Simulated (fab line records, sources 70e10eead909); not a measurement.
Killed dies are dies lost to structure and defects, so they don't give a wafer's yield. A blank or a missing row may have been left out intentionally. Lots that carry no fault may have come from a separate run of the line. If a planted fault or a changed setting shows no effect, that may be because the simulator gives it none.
fab line records | flow nand-harc
record lots=11 | wafers=33 | last-day=24
route steps=1159 shown P_M0@273 P_M1@293 END@1159
lots untouched by any fault: they come from a run of this same line in which no faults occurred
start-h: start of the lot's first displayed wafer, in hours after the record's first day | wait-h: how many hours have passed since the lot's step before this one | " repeats the value in the row above | L1.1+2: several wafers, shown together as one row | - either no value or no given start | * or withheld: withheld | < > ~ a bound
route shown NAME@n: a module of which the file shows steps, and the number in the route of the first | usual: average and standard deviation across the fault-free wafers | same: alike in all rows | chamber/n: place in a boat | sites: the reading at each site | _std_site: standard deviation across them | _edge_site: outer sites' mean less inner sites' | radius-mm: for every site, how far away it sits from the centre of the wafer | mask NAME#n: copy n | behind: the last tool/chamber to shape the wafer | hold: reason for holding the lot/hours on hold/outcome of the hold | device: which transistor (n, p or np) failed to switch | end of line: tests of these same wafers at the route's end | a step without rows: its recipe alone | killed: count of dies lost to structure and defects at first sort (not the wafer's yield) | map: a wafer's dies, marking killed ones x, the rest . and places with no die _
set.NAME: setting as actually run; set.NAME@STEP: the setting as run at that earlier step | model.NAME: the simulator's own value behind a step, which no gauge read
one table for each step of the route and one row for each wafer, over a sample of lots
services: when a tool's chamber went out of use (start-h, in hours from the record's first day, below 0 if earlier), for how many hours, and the reason
## steps
# step NHARC_P_M0_PRE_CLEAN_29
# recipe time-s=30 | temp-c=280 | gas=H2/He
# usual heater-power-w=434/55
lot.wafer | tool           | chamber | start-h | wait-h | heater-power-w
L794.4    | pvd-sputter-01 | -       | -       | -      | 416
L794.5    | "              | -       | "       | "      | 411
L794.6    | "              | -       | "       | "      | 396
L793.3    | pvd-sputter-01 | -       | -       | -      | 418
L793.4    | "              | -       | "       | "      | 487
L793.5    | "              | -       | "       | "      | 416
L792.2    | pvd-sputter-01 | -       | -       | -      | 501
L792.4    | "              | -       | "       | "      | 416
L792.6    | "              | -       | "       | "      | 480
L796.4    | pvd-sputter-01 | -       | -       | -      | 493
L796.2    | "              | -       | "       | "      | 420
L796.6    | "              | -       | "       | "      | 475
L803.4    | pvd-sputter-02 | -       | -       | -      | 434
L803.2    | "              | -       | "       | "      | 393
L803.5    | "              | -       | "       | "      | 369
L802.1    | pvd-sputter-03 | -       | -       | -      | 429
L802.3    | "              | -       | "       | "      | 491
L802.5    | "              | -       | "       | "      | 465
L808.3    | pvd-sputter-01 | -       | -       | -      | 434
L808.6    | "              | -       | "       | "      | 496
L808.5    | "              | -       | "       | "      | 411
L810.2    | pvd-sputter-02 | -       | -       | -      | 347
L810.4    | "              | -       | "       | "      | 596
L810.6    | "              | -       | "       | "      | 395
L809.4    | pvd-sputter-01 | -       | -       | -      | 429
L809.3    | "              | -       | "       | "      | 477
L809.1    | "              | -       | "       | "      | 414
L811.2    | pvd-sputter-02 | -       | -       | -      | 361
L811.1    | "              | -       | "       | "      | 407
L811.5    | "              | -       | "       | "      | 396
L813.1    | pvd-sputter-03 | -       | -       | -      | 374
L813.3    | "              | -       | "       | "      | 425
L813.5    | "              | -       | "       | "      | 459
# step NHARC_P_M0_ANNEAL_30
# recipe temp-c=225 | time-s=90
# usual wafer_temp_C_max=225.79/0.24
lot.wafer | tool          | chamber | start-h | wait-h | wafer_temp_C_max
L794.4    | rtp-anneal-02 | 0       | 136.77  | 0.3    | 225.94
L794.5    | "             | 0       | "       | "      | 225.72
L794.6    | "             | 0       | "       | "      | 225.64
L793.3    | rtp-anneal-02 | 0       | 137.36  | -      | 225.58
L793.4    | "             | 0       | "       | "      | 225.58
L793.5    | "             | 0       | "       | "      | 225.51
L792.2    | rtp-anneal-02 | 0       | 140.61  | 0.3    | 225.68
L792.4    | "             | 0       | "       | "      | 225.64
L792.6    | "             | 0       | "       | "      | 225.70
L796.2    | rtp-anneal-01 | 0       | 155.41  | 0.4    | 226.15
L796.4    | "             | 0       | "       | "      | 226.16
L796.6    | "             | 0       | "       | "      | 226.35
L803.2    | rtp-anneal-02 | 0       | 194.08  | -      | 225.58
L803.4    | "             | 0       | "       | "      | 225.43
L803.5    | "             | 0       | "       | "      | 225.75
L802.1    | rtp-anneal-02 | 0       | 203.91  | -      | 225.87
L802.3    | "             | 0       | "       | "      | 225.65
L802.5    | "             | 0       | "       | "      | 225.77
L808.3    | rtp-anneal-01 | 0       | 217.05  | 0.3    | 225.53
L808.5    | "             | 0       | "       | "      | 226.28
L808.6    | "             | 0       | "       | "      | 225.85
L810.2    | rtp-anneal-02 | 0       | 226.53  | 0.4    | 225.39
L810.4    | "             | 0       | "       | "      | 225.59
L810.6    | "             | 0       | "       | "      | 225.42
L809.1    | rtp-anneal-01 | 0       | 227.14  | 0.3    | 225.88
L809.3    | "             | 0       | "       | "      | 225.66
L809.4    | "             | 0       | "       | "      | 225.63
L811.1    | rtp-anneal-01 | 0       | 232.69  | 0.5    | 225.67
L811.2    | "             | 0       | "       | "      | 225.96
L811.5    | "             | 0       | "       | "      | 226.19
L813.1    | rtp-anneal-02 | 0       | 243.92  | 0.3    | 225.62
L813.3    | "             | 0       | "       | "      | 225.52
L813.5    | "             | 0       | "       | "      | 225.57
# step NHARC_P_M1_PEB_07
# recipe peb-temp-c=100 | peb-time-s=65
# usual heater-power-total-W=156.6/0.44 | plate-temp-C=100.02/0.13
lot.wafer | tool           | chamber | start-h | wait-h | heater-power-total-W | plate-temp-C
L794.4    | litho-track-06 | 0       | 138.79  | 0.0    | 157.1                | 100.02
L794.5    | "              | 0       | "       | "      | 156.0                | 100.11
L794.6    | "              | 0       | "       | "      | 157.1                | 100.11
L793.3    | litho-track-01 | 0       | 139.43  | 0.0    | 156.7                | 99.99
L793.4    | "              | 0       | "       | "      | 156.6                | 99.96
L793.5    | "              | 0       | "       | "      | 156.0                | 99.94
L792.2    | litho-track-01 | 0       | 142.61  | 0.1    | 157.0                | 100.22
L792.4    | "              | 0       | "       | "      | 156.9                | 100.28
L792.6    | "              | 0       | "       | "      | 156.4                | 100.27
L796.2    | litho-track-01 | 0       | 157.51  | 0.1    | 157.2                | 99.72
L796.4    | "              | 0       | "       | "      | 156.1                | 99.90
L796.6    | "              | 0       | "       | "      | 156.1                | 99.98
L803.2    | litho-track-01 | 0       | 196.18  | 0.1    | 164.1                | 103.50
L803.4    | "              | 0       | "       | "      | 164.5                | 103.37
L803.5    | "              | 0       | "       | "      | 163.5                | 103.17
L802.1    | litho-track-01 | 0       | 205.93  | 0.1    | 164.5                | 103.53
L802.3    | "              | 0       | "       | "      | 164.3                | 103.41
L802.5    | "              | 0       | "       | "      | 163.3                | 103.43
L808.3    | litho-track-04 | 0       | 219.44  | 0.1    | 157.1                | 100.08
L808.5    | "              | 0       | "       | "      | 155.9                | 99.99
L808.6    | "              | 0       | "       | "      | 157.1                | 100.21
L810.2    | litho-track-04 | 0       | 228.64  | 0.1    | 157.1                | 100.11
L810.4    | "              | 0       | "       | "      | 156.8                | 99.98
L810.6    | "              | 0       | "       | "      | 157.1                | 100.04
L809.1    | litho-track-06 | 0       | 229.27  | 0.1    | 157.0                | 100.02
L809.3    | "              | 0       | "       | "      | 156.3                | 100.20
L809.4    | "              | 0       | "       | "      | 156.3                | 100.10
L811.1    | litho-track-06 | 0       | 234.81  | 0.1    | 156.4                | 100.28
L811.2    | "              | 0       | "       | "      | 157.2                | 100.13
L811.5    | "              | 0       | "       | "      | 156.3                | 100.00
L813.1    | litho-track-06 | 0       | 246.07  | 0.1    | 156.4                | 100.11
L813.3    | "              | 0       | "       | "      | 156.1                | 100.18
L813.5    | "              | 0       | "       | "      | 156.3                | 100.05
# step NHARC_P_M1_CD_MEAS_09
# recipe target-cd-nm=130 | landing-energy-ev=500
# usual cd-nm=130.1/0.6
lot.wafer | tool      | chamber | start-h | wait-h | cd-nm
L794.4    | cd-sem-03 | 0       | 138.87  | -      | 130.3
L794.5    | "         | 0       | "       | "      | 130.7
L794.6    | "         | 0       | "       | "      | 129.7
L793.3    | cd-sem-01 | 0       | 139.51  | -      | 130.1
L793.4    | "         | 0       | "       | "      | 130.1
L793.5    | "         | 0       | "       | "      | 131.5
L792.2    | cd-sem-03 | 0       | 142.69  | -      | 130.1
L792.4    | "         | 0       | "       | "      | 130.1
L792.6    | "         | 0       | "       | "      | 130.9
L796.2    | cd-sem-03 | 0       | 157.59  | -      | 129.8
L796.4    | "         | 0       | "       | "      | 129.0
L796.6    | "         | 0       | "       | "      | 129.6
L803.2    | cd-sem-03 | 0       | 196.26  | -      | 141.3
L803.4    | "         | 0       | "       | "      | 139.8
L803.5    | "         | 0       | "       | "      | 141.0
L802.1    | cd-sem-02 | 0       | 206.02  | -      | 141.6
L802.3    | "         | 0       | "       | "      | 142.4
L802.5    | "         | 0       | "       | "      | 141.2
L808.3    | cd-sem-02 | 0       | 219.52  | -      | 129.4
L808.5    | "         | 0       | "       | "      | 130.6
L808.6    | "         | 0       | "       | "      | 129.9
L810.2    | cd-sem-01 | 0       | 228.72  | -      | 129.4
L810.4    | "         | 0       | "       | "      | 130.0
L810.6    | "         | 0       | "       | "      | 130.3
L809.1    | cd-sem-03 | 0       | 229.35  | -      | 131.0
L809.3    | "         | 0       | "       | "      | 131.7
L809.4    | "         | 0       | "       | "      | 130.1
L811.1    | cd-sem-01 | 0       | 234.89  | -      | 130.8
L811.2    | "         | 0       | "       | "      | 130.1
L811.5    | "         | 0       | "       | "      | 130.8
L813.1    | cd-sem-02 | 0       | 246.15  | -      | 129.1
L813.3    | "         | 0       | "       | "      | 129.8
L813.5    | "         | 0       | "       | "      | 129.2
# step NHARC_P_M1_ETCH_28
# recipe target-depth-a=300 | over-etch-frac=0.3 | time-s=72.99 | ion-energy-ev=150 | cf4-flow-sccm=50 | n2-flow-sccm=100 | ar-flow-sccm=150 | rf-w=300 | bias-w=100 | chemistry=CF4/N2
# usual drypump-motor-current-A=5.8/0.32 | n2-flow-sccm=100.0/0.34 | oes-product-au=1.002/0.01 | rf-vpp-V=314.2/1.8 | showerhead-plenum-p-Torr=2.62/0.091 | throttle-valve-pct=19.794/0.0097
# same over-etch-frac=0.3
lot.wafer | tool        | chamber | start-h | wait-h | drypump-motor-current-A | n2-flow-sccm | oes-product-au | rf-hours-counter-h | rf-vpp-V | showerhead-plenum-p-Torr | throttle-valve-pct
L794.4    | rie-diel-02 | 2       | -       | -      | 6.0                     | 100.0        | 1.005          | 11                 | 317.2    | 2.77                     | 19.792
L794.6    | "           | 2       | "       | "      | 6.0                     | 100.2        | 0.996          | -                  | 316.8    | 2.77                     | 19.790
L794.5    | "           | 3       | "       | "      | 5.9                     | 99.8         | 1.006          | -                  | 311.6    | 2.53                     | 19.799
L793.4    | rie-diel-02 | 3       | -       | -      | 5.9                     | 100.4        | 1.018          | 10                 | 311.4    | 2.53                     | 19.810
L793.3    | "           | 1       | "       | "      | 6.0                     | 100.4        | 1.018          | 10                 | 313.8    | 2.59                     | 19.796
L793.5    | "           | 3       | "       | "      | 5.9                     | 100.8        | 1.016          | -                  | 313.1    | 2.53                     | 19.797
L792.2    | rie-diel-02 | 3       | -       | -      | 5.9                     | 100.5        | 1.003          | 11                 | 313.6    | 2.53                     | 19.798
L792.4    | "           | 1       | "       | "      | 6.1                     | 100.2        | 1.010          | 11                 | 312.5    | 2.58                     | 19.794
L792.6    | "           | 2       | "       | "      | 6.0                     | 99.6         | 1.013          | -                  | 316.2    | 2.76                     | 19.783
L796.4    | rie-diel-04 | 0       | -       | -      | 6.3                     | 100.0        | 0.982          | 1                  | 314.3    | 2.63                     | 19.793
L796.2    | "           | 2       | "       | "      | 5.1                     | 100.5        | 0.982          | 1                  | 312.0    | 2.48                     | 19.811
L796.6    | "           | 3       | "       | "      | 5.2                     | 100.6        | 1.006          | -                  | 315.3    | 2.63                     | 19.781
L803.2    | rie-diel-04 | 2       | -       | -      | 5.1                     | 99.9         | 0.997          | 2                  | 312.9    | 2.48                     | 19.800
L803.4    | "           | 2       | "       | "      | 5.1                     | 99.6         | 1.001          | -                  | 311.9    | 2.48                     | 19.787
L803.5    | "           | 3       | "       | "      | 5.3                     | 99.9         | 1.016          | -                  | 314.2    | 2.63                     | 19.820
L802.1    | rie-diel-02 | 1       | -       | -      | 6.0                     | 100.0        | 1.015          | 3                  | 313.3    | 2.58                     | 19.790
L802.3    | "           | 2       | "       | "      | 6.0                     | 100.3        | 1.014          | 3                  | 316.9    | 2.76                     | 19.793
L802.5    | "           | 0       | "       | "      | 5.8                     | 99.7         | 1.010          | -                  | 315.6    | 2.71                     | 19.803
L808.3    | rie-diel-02 | 0       | -       | -      | 5.7                     | 100.6        | 1.012          | 4                  | 315.6    | 2.71                     | 19.776
L808.5    | "           | 0       | "       | "      | 5.7                     | 100.1        | 1.012          | -                  | 315.4    | 2.71                     | 19.780
L808.6    | "           | 1       | "       | "      | 6.1                     | 100.4        | 1.011          | -                  | 315.3    | 2.58                     | 19.807
L810.2    | rie-diel-10 | 0       | -       | -      | 5.9                     | 100.0        | 0.986          | 4                  | 314.3    | 2.68                     | 19.794
L810.4    | "           | 1       | "       | "      | 5.4                     | 100.6        | 1.005          | 3                  | 312.4    | 2.51                     | 19.797
L810.6    | "           | 0       | "       | "      | 5.9                     | 99.2         | 0.993          | -                  | 315.8    | 2.68                     | 19.785
L809.1    | rie-diel-02 | 2       | -       | -      | 6.0                     | 99.7         | 1.008          | 5                  | 316.1    | 2.76                     | 19.806
L809.3    | "           | 3       | "       | "      | 5.9                     | 100.0        | 0.991          | 4                  | 311.6    | 2.53                     | 19.788
L809.4    | "           | 1       | "       | "      | 6.0                     | 99.1         | 1.008          | 4                  | 313.7    | 2.58                     | 19.788
L811.2    | rie-diel-02 | 3       | -       | -      | 5.9                     | 100.5        | 0.986          | 5                  | 312.8    | 2.53                     | 19.803
L811.1    | "           | 0       | "       | "      | 5.8                     | 99.7         | 1.005          | 4                  | 314.4    | 2.71                     | 19.807
L811.5    | "           | 0       | "       | "      | 5.8                     | 99.9         | 1.006          | -                  | 315.0    | 2.71                     | 19.801
L813.1    | rie-diel-10 | 1       | -       | -      | 5.3                     | 100.0        | 0.999          | 4                  | 310.9    | 2.51                     | 19.787
L813.3    | "           | 2       | "       | "      | 5.8                     | 99.9         | 0.993          | 5                  | 313.6    | 2.58                     | 19.786
L813.5    | "           | 1       | "       | "      | 5.3                     | 100.3        | 1.002          | -                  | 313.8    | 2.51                     | 19.791
# step NHARC_END_SORT_01
# recipe temp-c=25
# usual defect-limited-yield=95.2/1.3 | killed-at-array=29/9.4 | killed-at-other=0.7/1.3 | killed-at-periphery=2.9/2.1 | killed-dies=32/9 | killed-open=3.3/1.8 | killed-short=1.9/1.4 | sort_bin_2_pct=1.4/0.53 | sort_bin_3_pct=0.28/0.21 | sort_bin_4_pct=3.1/0.91 | sort-n-pass=645/9 | sort-rim-yield-pct=97.4/1.7 | sort-yield-pct=95.2/1.3
# same gross-dies=677 | sort_bin_5_pct[%]=0 | sort_bin_6_pct[%]=0 | sort_bin_7_pct[%]=0 | sort_bin_8_pct[%]=0 | sort-rim-n-gross=106.00
lot.wafer | tool      | chamber | start-h | wait-h | defect-limited-yield[%] | killed-at-array | killed-at-other | killed-at-periphery | killed-dies | killed-open | killed-short | sort_bin_2_pct[%] | sort_bin_3_pct[%] | sort_bin_4_pct[%] | sort-n-pass | sort-rim-yield-pct[%] | sort-yield-pct[%]
L811.1    | prober-02 | 0       | 571.31  | 2.5    | 95.7                    | 28              | 0               | 1                   | 29          | 5           | 2            | 1.9               | 0.15              | 2.2               | 648         | 100.0                 | 95.7
L811.2    | prober-02 | 0       | 572.11  | 2.8    | 94.7                    | 31              | 0               | 5                   | 36          | 6           | 1            | 1.9               | 0.15              | 3.2               | 641         | 97.2                  | 94.7
L811.5    | prober-02 | 0       | 574.51  | 3.7    | 94.2                    | 36              | 0               | 3                   | 39          | 6           | 1            | 1.5               | 0.59              | 3.7               | 638         | 95.3                  | 94.2
# killed by level:class
L811.1 A_CHANNEL_HOLE_D1:chamber-film-flake=19 A_WL_FILL:geometric-particle:short=2 A_CONTACT:geometric-particle:open=2 P_STI:geometric-particle:open=1 A_SOURCE_PLATE:geometric-particle:open=1 A_M0:geometric-particle:open=1 A_ZERO_WELL:chamber-film-flake=1 A_STAIRCASE:chamber-film-flake=1
L811.2 A_CHANNEL_HOLE_D1:chamber-film-flake=22 A_CHANNEL_FILL_D1:geometric-particle:open=2 A_SLIT:chamber-film-flake=2 A_CONTACT:chamber-film-flake=2 P_GATE:geometric-particle:open=1 P_CONTACT:geometric-particle:open=1 P_M0:geometric-particle:open=1 A_WL_FILL:geometric-particle:short=1
L811.5 A_CHANNEL_HOLE_D1:chamber-film-flake=23 A_CONTACT:chamber-film-flake=3 A_ONON_D1:geometric-particle:open=2 A_CONTACT:geometric-particle:open=2 P_STI:chamber-film-flake=2 A_STAIRCASE:chamber-film-flake=2 A_WL_FILL:chamber-film-flake=2 P_M0:geometric-particle:open=1
## services
tool           | chamber | start-h | hours | kind
litho-track-06 | -       | 117.00  | 7.0   | pm
pvd-sputter-01 | -       | 121.76  | 0.5   | repair
rie-diel-02    | 0       | 129.96  | -     | clean
rie-diel-02    | 1       | 129.96  | -     | clean
rie-diel-02    | 2       | 129.96  | -     | clean
rie-diel-02    | 3       | 129.96  | -     | clean
litho-track-04 | -       | 141.00  | 7.0   | pm
pvd-sputter-01 | -       | 150.09  | 2.0   | repair
rie-diel-02    | -       | 150.70  | 9.0   | pm
rie-diel-02    | 0       | 150.70  | 9.0   | vent-cycle
rie-diel-02    | 1       | 150.70  | 9.0   | vent-cycle
rie-diel-02    | 2       | 150.70  | 9.0   | vent-cycle
pvd-sputter-01 | -       | 158.00  | 10.0  | pm
pvd-sputter-03 | -       | 164.64  | 4.3   | repair
rie-diel-04    | 3       | 167.13  | 1.8   | repair
rie-diel-02    | 3       | 175.22  | 6.3   | repair
rie-diel-10    | -       | 176.50  | 9.0   | pm
rie-diel-04    | 3       | 182.45  | 3.8   | repair
rie-diel-04    | 1       | 197.18  | 5.8   | repair
pvd-sputter-02 | -       | 214.02  | 10.0  | pm
rie-diel-10    | 3       | 233.23  | 27.6  | repair
rie-diel-04    | 3       | 236.02  | 1.7   | repair
rie-diel-04    | 1       | 239.57  | 16.0  | repair
rie-diel-02    | 3       | 242.07  | 2.6   | repair
## key
first-sign step=NHARC_P_M1_PEB_07 | reading=plate-temp-C | direction=up | sigmas=25 | usual=* | struck=*
effect step=NHARC_P_M1_PEB_07 | reading=heater-power-total-W | direction=up | sigmas=17 | usual=* | struck=*
effect step=NHARC_P_M1_CD_MEAS_09 | reading=cd-nm | direction=up | sigmas=19 | usual=130.1 | struck=141.2
met-at NHARC_P_M1_PEB_07
struck-lots L802,L803
not-acting-at NHARC_P_M0_PRE_CLEAN_29,NHARC_P_M0_ANNEAL_30,NHARC_P_M1_ETCH_28
onset-between 157.51 196.18
fault kind=process-parameter-drift | tool=litho-track-01 | chamber=- | onset-h=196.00 | steps=NHARC_P_M1_PEB_07 | channel=peb-temp-c | offset=* | shape=step | end-h=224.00 | acts-in=* | stated=*
